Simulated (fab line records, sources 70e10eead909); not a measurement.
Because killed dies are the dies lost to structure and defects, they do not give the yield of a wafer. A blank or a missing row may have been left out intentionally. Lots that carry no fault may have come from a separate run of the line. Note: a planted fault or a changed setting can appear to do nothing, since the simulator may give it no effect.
fab line records    flow nand_harc
record lots=13  wafers=39  last_day=25
route steps=1159 shown A_STAIRCASE@558 THIN_TSV@1118 END@1159
lots that met no fault: from a run of the same line without faults
start_h: hours from the record's opening day to when the first of the lot's shown wafers began    wait_h: hours from the lot's prior step to this one    " same as the row above    L1.1+2: a single row standing in for several wafers    - no value, or no start given    * or withheld: withheld    < > ~ a bound
route shown NAME@n: names a module that has steps shown in the file, with the first one's number in the route    usual: mean/standard deviation of fault-free wafers    same: alike in all rows    chamber/n: place in a boat    sites: the reading at each site    _std_site: standard deviation across them    _edge_site: the outer-site mean with the inner-site mean subtracted    radius_mm: how far each site lies from the wafer's centre    mask NAME#n: copy n    behind: the most recent tool/chamber to have shaped the wafer    hold: the reason the lot was held/the length of the hold in hours/how it ended    device: the n, p or np transistor that did not switch    end of line: the tests these same wafers got at the end of their route    step lacking rows: just its recipe    killed: not the wafer's yield, but the dies lost to structure and defects at the first sort    map: shows each die of a wafer: x if killed, . if not, _ if none is there
set.NAME: the setting as run; set.NAME@STEP: as run at that earlier step    model.NAME: the simulator's own value behind a step, which no gauge read
a sample of lots followed through the steps of the route, with each step as a table and each wafer as a row
services: the hour from which a tool's chamber was out of use, counted from the record's first day as start_h (under 0 if before that day), plus the number of hours and why
## steps
# step NHARC_A_STAIRCASE_ETCH_21
# recipe target_depth_a=1000  time_s=40.5  ion_energy_ev=400  c4f8_flow_sccm=20  o2_flow_sccm=10  ar_flow_sccm=withheld  rf_w=600  bias_w=1000  chemistry=C4F8/O2
# usual bias_w=999/3  oes_product_au=0.940/0.019  rf_vpp_V=894/5.2
lot.wafer  tool         chamber  start_h  wait_h  bias_w  oes_product_au  rf_hours_counter_h  rf_vpp_V
L203.2     rie_diel-03  0        234.50   -       1000    0.957           4                   892
L203.1     "            1        "        "       998     0.958           4                   891
L203.6     "            0        "        "       996     0.948           -                   892
L204.4     rie_diel-03  0        246.90   -       995     0.945           8                   892
L204.2     "            2        "        "       1001    0.941           8                   887
L204.5     "            1        "        "       996     0.924           -                   892
L205.1     rie_diel-04  3        250.07   -       1000    0.937           46                  889
L205.3     "            1        "        "       997     0.920           48                  896
L205.6     "            3        "        "       1003    0.934           -                   889
L206.4     rie_diel-04  2        250.13   -       1000    0.950           47                  899
L206.2     "            3        "        "       995     0.970           46                  889
L206.6     "            2        "        "       1000    0.945           -                   898
L207.4     rie_diel-13  3        257.07   -       996     0.920           47                  888
L207.1     "            1        "        "       995     0.917           56                  890
L207.2     "            2        "        "       1006    0.932           51                  905
L208.1     rie_diel-13  1        265.42   -       1002    0.933           60                  890
L208.3     "            3        "        "       1001    0.942           50                  888
L208.6     "            0        "        "       1003    0.931           -                   896
L210.4     rie_diel-04  2        272.37   -       1001    0.929           54                  899
L210.2     "            0        "        "       1003    0.913           54                  899
L210.5     "            2        "        "       1003    0.930           -                   899
L213.2     rie_diel-03  1        291.86   -       997     0.936           23                  891
L213.1     "            3        "        "       1000    0.944           24                  900
L213.6     "            2        "        "       1001    0.955           -                   888
L216.4     rie_diel-13  0        332.51   -       996     0.920           17                  896
L216.3     "            1        "        "       1007    0.931           17                  890
L216.2     "            2        "        "       1002    0.940           16                  903
L220.1     rie_diel-03  2        336.90   -       1000    0.922           34                  887
L220.3     "            3        "        "       996     0.934           36                  901
L220.5     "            3        "        "       1000    0.925           -                   900
L223.3     rie_diel-03  2        366.16   -       997     0.922           44                  887
L223.1     "            0        "        "       999     0.921           50                  892
L223.5     "            1        "        "       1001    0.911           -                   891
L222.2     rie_diel-04  2        366.42   -       995     0.925           25                  898
L222.3     "            3        "        "       999     0.938           23                  887
L222.5     "            0        "        "       994     0.929           -                   898
L224.4     rie_diel-03  0        370.90   -       997     0.917           51                  891
L224.1     "            1        "        "       1000    0.925           50                  891
L224.6     "            2        "        "       999     0.921           -                   888
# step NHARC_THIN_TSV_DESCUM_14
# recipe time_s=3  o2_flow_sccm=200  ar_flow_sccm=0  bias_power_w=0  chemistry=O2
# usual drypump_motor_current_A=5.8/0.3  oes_product_au=0.992/0.015  rf_vpp_V=58.0/0.9  showerhead_plenum_p_Torr=1.93/0.067  throttle_valve_pct=11.311/0.0095
lot.wafer  tool         chamber  start_h  wait_h  drypump_motor_current_A  oes_product_au  rf_hours_counter_h  rf_vpp_V  showerhead_plenum_p_Torr  throttle_valve_pct
L204.2     rie_diel-12  1        438.70   -       5.7                      1.003           3                   58.2      1.92                      11.318
L204.4     "            3        "        "       5.1                      0.977           4                   57.0      1.78                      11.293
L204.5     "            1        "        "       5.6                      1.013           -                   58.6      1.92                      11.317
L205.3     rie_diel-12  2        440.42   -       5.5                      0.961           4                   57.4      1.86                      11.318
L205.1     "            3        "        "       5.1                      0.962           5                   56.5      1.78                      11.280
L205.6     "            2        "        "       5.5                      0.969           -                   58.6      1.86                      11.310
L203.2     rie_diel-02  2        442.07   -       5.9                      0.999           10                  58.2      2.04                      11.300
L203.1     "            1        "        "       6.5                      0.985           10                  58.3      1.85                      11.299
L203.6     "            3        "        "       5.8                      1.023           -                   58.1      1.92                      11.299
L206.2     rie_diel-01  3        444.55   -       5.8                      1.001           8                   58.8      1.90                      11.302
L206.4     "            2        "        "       6.1                      0.998           8                   58.0      2.03                      11.319
L206.6     "            3        "        "       5.9                      0.995           -                   57.9      1.90                      11.309
L207.4     rie_diel-02  3        451.96   -       5.8                      1.028           11                  57.5      1.92                      11.303
L207.2     "            0        "        "       5.8                      1.018           11                  60.4      2.02                      11.296
L207.1     "            1        "        "       6.5                      0.990           10                  58.6      1.85                      11.311
L210.2     rie_diel-12  2        453.55   -       5.5                      0.973           5                   57.2      1.86                      11.313
L210.4     "            0        "        "       5.9                      0.993           5                   57.6      1.92                      11.313
L210.5     "            1        "        "       5.6                      0.999           -                   58.3      1.91                      11.308
L208.1     rie_diel-02  1        457.09   -       6.5                      0.977           12                  55.6      1.85                      11.305
L208.3     "            2        "        "       5.9                      0.998           11                  58.6      2.03                      11.310
L208.6     "            0        "        "       5.9                      1.008           -                   58.7      2.02                      11.302
L213.1     rie_diel-01  3        483.02   -       5.8                      0.993           10                  57.6      1.90                      11.293
L213.2     "            0        "        "       6.1                      0.996           9                   59.0      2.00                      11.323
L213.6     "            0        "        "       6.1                      0.999           -                   59.6      2.00                      11.301
L220.3     rie_diel-01  1        531.30   -       5.4                      0.981           3                   58.5      1.95                      11.306
L220.1     "            2        "        "       6.0                      0.976           2                   58.2      2.02                      11.321
L220.5     "            1        "        "       5.4                      0.982           -                   57.7      1.95                      11.323
L216.2     rie_diel-02  0        532.51   -       5.9                      1.009           3                   57.3      2.01                      11.307
L216.4     "            1        "        "       6.5                      0.994           2                   57.0      1.85                      11.304
L216.3     "            3        "        "       5.8                      0.994           3                   57.5      1.92                      11.301
L223.1     rie_diel-12  2        552.06   -       5.5                      0.984           10                  57.2      1.86                      11.326
L223.3     "            0        "        "       6.0                      1.006           11                  58.3      1.92                      11.303
L223.5     "            1        "        "       5.6                      1.007           -                   58.1      1.91                      11.312
L222.3     rie_diel-12  1        555.77   -       5.6                      1.009           11                  57.0      1.91                      11.302
L222.2     "            2        "        "       5.6                      0.979           11                  55.5      1.86                      11.327
L222.5     "            2        "        "       5.5                      0.973           -                   58.3      1.86                      11.316
L224.1     rie_diel-01  0        568.21   -       6.1                      0.993           6                   57.2      2.00                      11.310
L224.4     "            1        "        "       5.4                      0.982           6                   57.2      1.95                      11.303
L224.6     "            3        "        "       5.8                      0.992           -                   56.6      1.90                      11.320
# step NHARC_THIN_TSV_PVD_19
# recipe target_thk_a=200  chamber_pressure_pa=5  material=TaN
# usual chamber_pressure_pa=4.998/0.011  throttle_valve_pct=30.1/0.8
lot.wafer  tool            chamber  start_h  wait_h  chamber_pressure_pa  throttle_valve_pct
L204.4     pvd_sputter-01  -        -        -       4.993                30.4
L204.2     "               -        "        "       5.018                30.2
L204.5     "               -        "        "       5.007                30.3
L205.1     pvd_sputter-03  -        -        -       4.999                30.4
L205.3     "               -        "        "       4.996                31.6
L205.6     "               -        "        "       5.004                30.4
L203.1     pvd_sputter-02  -        -        -       5.005                30.3
L203.2     "               -        "        "       4.984                30.8
L203.6     "               -        "        "       4.990                28.3
L206.2     pvd_sputter-01  -        -        -       5.020                30.1
L206.4     "               -        "        "       4.981                30.2
L206.6     "               -        "        "       4.996                30.3
L207.4     pvd_sputter-01  -        -        -       4.997                30.2
L207.2     "               -        "        "       4.986                29.5
L207.1     "               -        "        "       5.005                30.2
L210.4     pvd_sputter-03  -        -        -       4.998                30.2
L210.2     "               -        "        "       5.016                31.7
L210.5     "               -        "        "       4.993                30.5
L208.1     pvd_sputter-02  -        -        -       4.992                30.0
L208.3     "               -        "        "       5.006                31.0
L208.6     "               -        "        "       4.978                30.0
L213.2     pvd_sputter-01  -        -        -       4.993                30.2
L213.1     "               -        "        "       4.991                30.0
L213.6     "               -        "        "       5.000                29.4
L220.1     pvd_sputter-02  -        -        -       4.987                31.2
L220.3     "               -        "        "       4.988                28.4
L220.5     "               -        "        "       5.017                30.7
L216.3     pvd_sputter-03  -        -        -       5.007                30.3
L216.4     "               -        "        "       4.994                29.5
L216.2     "               -        "        "       4.991                31.2
L223.1     pvd_sputter-03  -        -        -       5.017                29.5
L223.3     "               -        "        "       5.006                31.2
L223.5     "               -        "        "       4.990                30.1
L222.2     pvd_sputter-02  -        -        -       4.993                28.3
L222.3     "               -        "        "       4.985                30.3
L222.5     "               -        "        "       4.979                28.2
L224.4     pvd_sputter-01  -        -        -       5.004                29.9
L224.1     "               -        "        "       4.993                30.5
L224.6     "               -        "        "       5.000                29.3
# step NHARC_THIN_TSV_PVD_51
# recipe target_thk_a=1000  chamber_pressure_pa=5  material=Cu
# usual chamber_pressure_pa=4.999/0.01  throttle_valve_pct=30.1/0.84
lot.wafer  tool            chamber  start_h  wait_h  chamber_pressure_pa  throttle_valve_pct
L204.4     pvd_sputter-01  -        -        -       5.016                30.5
L204.2     "               -        "        "       4.991                30.3
L204.5     "               -        "        "       4.996                30.6
L205.3     pvd_sputter-03  -        -        -       4.997                30.5
L205.1     "               -        "        "       5.003                28.9
L205.6     "               -        "        "       5.001                30.2
L203.2     pvd_sputter-02  -        -        -       4.989                30.1
L203.1     "               -        "        "       5.015                28.3
L203.6     "               -        "        "       5.000                30.7
L206.2     pvd_sputter-01  -        -        -       4.998                30.3
L206.4     "               -        "        "       5.024                30.5
L206.6     "               -        "        "       5.033                29.3
L207.1     pvd_sputter-01  -        -        -       5.002                30.3
L207.4     "               -        "        "       5.004                29.3
L207.2     "               -        "        "       5.013                30.2
L210.4     pvd_sputter-03  -        -        -       4.980                30.2
L210.2     "               -        "        "       5.000                31.8
L210.5     "               -        "        "       5.000                29.1
L208.1     pvd_sputter-02  -        -        -       4.989                28.2
L208.3     "               -        "        "       4.991                30.3
L208.6     "               -        "        "       5.008                31.4
L213.2     pvd_sputter-01  -        -        -       5.010                30.7
L213.1     "               -        "        "       5.005                30.4
L213.6     "               -        "        "       5.008                30.0
L220.3     pvd_sputter-02  -        -        -       5.021                28.4
L220.1     "               -        "        "       4.994                31.3
L220.5     "               -        "        "       5.014                28.1
L216.4     pvd_sputter-03  -        -        -       5.001                29.7
L216.3     "               -        "        "       4.995                30.4
L216.2     "               -        "        "       4.996                29.5
L223.1     pvd_sputter-03  -        -        -       5.004                30.5
L223.3     "               -        "        "       5.023                29.6
L223.5     "               -        "        "       5.013                30.3
L222.3     pvd_sputter-02  -        -        -       4.998                28.1
L222.2     "               -        "        "       4.983                30.6
L222.5     "               -        "        "       4.999                31.3
L224.1     pvd_sputter-01  -        -        -       5.002                29.4
L224.4     "               -        "        "       5.001                29.9
L224.6     "               -        "        "       5.008                29.2
# step NHARC_END_SORT_01
# recipe temp_c=25
# usual killed_at_array=24/8.7  killed_at_other=0.8/1.2  killed_at_periphery=3.6/2.3  killed_dies=28/8.9  killed_open=3.2/1.9  killed_short=2.0/1.6
# same gross_dies=677
lot.wafer  tool       chamber  start_h  wait_h  killed_at_array  killed_at_other  killed_at_periphery  killed_dies  killed_open  killed_short
L210.2     prober-02  0        481.13   2.8     16               0                2                    18           4            4
L210.4     prober-02  0        482.72   3.4     18               0                5                    23           6            2
L210.5     prober-02  0        483.52   3.7     17               0                1                    18           4            2
L216.2     prober-01  0        546.96   2.8     14               1                8                    23           3            2
L216.3     prober-01  0        547.76   3.1     23               0                8                    31           6            3
L216.4     prober-01  0        548.56   3.4     57               1                7                    65           1            4
# killed by level:class
L210.2 A_STAIRCASE:chamber_film_flake=4 A_CONTACT:chamber_film_flake=4 A_WL_FILL:geometric_particle:short=3 P_GATE:geometric_particle:open=1 P_M1:geometric_particle:open=1 A_ONON_D1:geometric_particle:open=1 A_M0:geometric_particle:short=1 A_M0:geometric_particle:open=1
L210.4 A_CHANNEL_HOLE_D1:chamber_film_flake=5 A_STAIRCASE:chamber_film_flake=4 A_CONTACT:chamber_film_flake=4 P_M0:geometric_particle:open=2 P_GATE:geometric_particle:open=1 P_M1:geometric_particle:open=1 A_ONON_D1:geometric_particle:short=1 A_CONTACT:geometric_particle:open=1
L210.5 A_STAIRCASE:chamber_film_flake=4 A_CONTACT:chamber_film_flake=4 A_M0:geometric_particle:open=2 A_WL_FILL:geometric_particle:short=1 A_WL_FILL:geometric_particle:open=1 A_BLC:geometric_particle:open=1 A_M0:geometric_particle:short=1 P_STI:chamber_film_flake=1
L216.2 A_STAIRCASE:chamber_film_flake=5 A_CONTACT:chamber_film_flake=4 P_ZERO_WELL:chamber_film_flake=3 A_CONTACT:geometric_particle:open=2 P_STI:chamber_film_flake=2 A_CHANNEL_HOLE_D1:chamber_film_flake=2 P_M1:geometric_particle:short=1 A_ONON_D1:geometric_particle:open=1
L216.3 A_CONTACT:chamber_film_flake=6 A_CHANNEL_HOLE_D1:chamber_film_flake=5 A_STAIRCASE:chamber_film_flake=4 A_CONTACT:geometric_particle:open=3 P_ZERO_WELL:chamber_film_flake=3 P_M1:chamber_film_flake=3 P_STI:geometric_particle:open=1 A_ONON_D1:geometric_particle:short=1
L216.4 A_STAIRCASE:unspecified=46 P_M1:chamber_film_flake=5 A_STAIRCASE:chamber_film_flake=4 A_CHANNEL_HOLE_D1:geometric_particle:short=2 A_CHANNEL_HOLE_D1:chamber_film_flake=2 P_M2:geometric_particle:short=1 A_SGD_CUT:geometric_particle:open=1 A_M0:geometric_particle:short=1
## services
tool            chamber  start_h  hours  kind
rie_diel-03     -        215.36   9.0    pm
pvd_sputter-02  -        217.21   10.0   pm
rie_diel-02     1        219.32   3.7    repair
pvd_sputter-03  -        245.48   3.0    repair
rie_diel-12     0        259.94   7.4    repair
pvd_sputter-03  -        280.00   10.0   pm
rie_diel-12     1        282.08   6.6    repair
rie_diel-12     1        313.79   10.2   repair
pvd_sputter-01  -        359.74   10.0   pm
rie_diel-03     1        373.11   22.4   repair
rie_diel-12     -        379.41   9.0    pm
pvd_sputter-03  -        389.57   1.7    repair
rie_diel-03     -        392.36   9.0    pm
pvd_sputter-02  -        395.21   10.0   pm
pvd_sputter-03  -        458.00   10.0   pm
pvd_sputter-02  -        465.80   1.1    repair
pvd_sputter-03  -        494.74   2.8    repair
pvd_sputter-03  -        517.47   1.9    repair
rie_diel-12     3        537.28   29.8   repair
pvd_sputter-01  -        537.83   10.0   pm
pvd_sputter-01  -        550.11   3.2    repair
rie_diel-12     -        556.41   9.0    pm
pvd_sputter-03  -        563.03   3.1    repair
rie_diel-03     -        569.36   9.0    pm
## key
first_sign step=NHARC_END_SORT_01  reading=killed_dies  direction=up  sigmas=4.1  usual=28  struck=65
effect step=NHARC_END_SORT_01  reading=killed_at_array  direction=up  sigmas=3.8  usual=24  struck=57
more_kills_born_at NHARC_A_STAIRCASE_ETCH_21@rie_diel-13=46
met_at NHARC_A_STAIRCASE_ETCH_21
struck_lots L216
struck_wafers L216.4
tester_left_out L216
not_acting_at NHARC_THIN_TSV_DESCUM_14,NHARC_THIN_TSV_PVD_19,NHARC_THIN_TSV_PVD_51
onset_between 265.42 332.51
fault kind=chamber_particle_source  tool=rie_diel-13  chamber=0  onset_h=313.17  steps=NHARC_A_STAIRCASE_ETCH_21  rate_per_visit_cm2=1.8473  end_h=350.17
# tester_left_out: of these lots the tester's yield and bins aren't shown, on N5 and GAA mostly nor the transistor test; their killed dies are dies lost to structure and defects alone, not to doping, threshold or leakage, so they don't give the yield
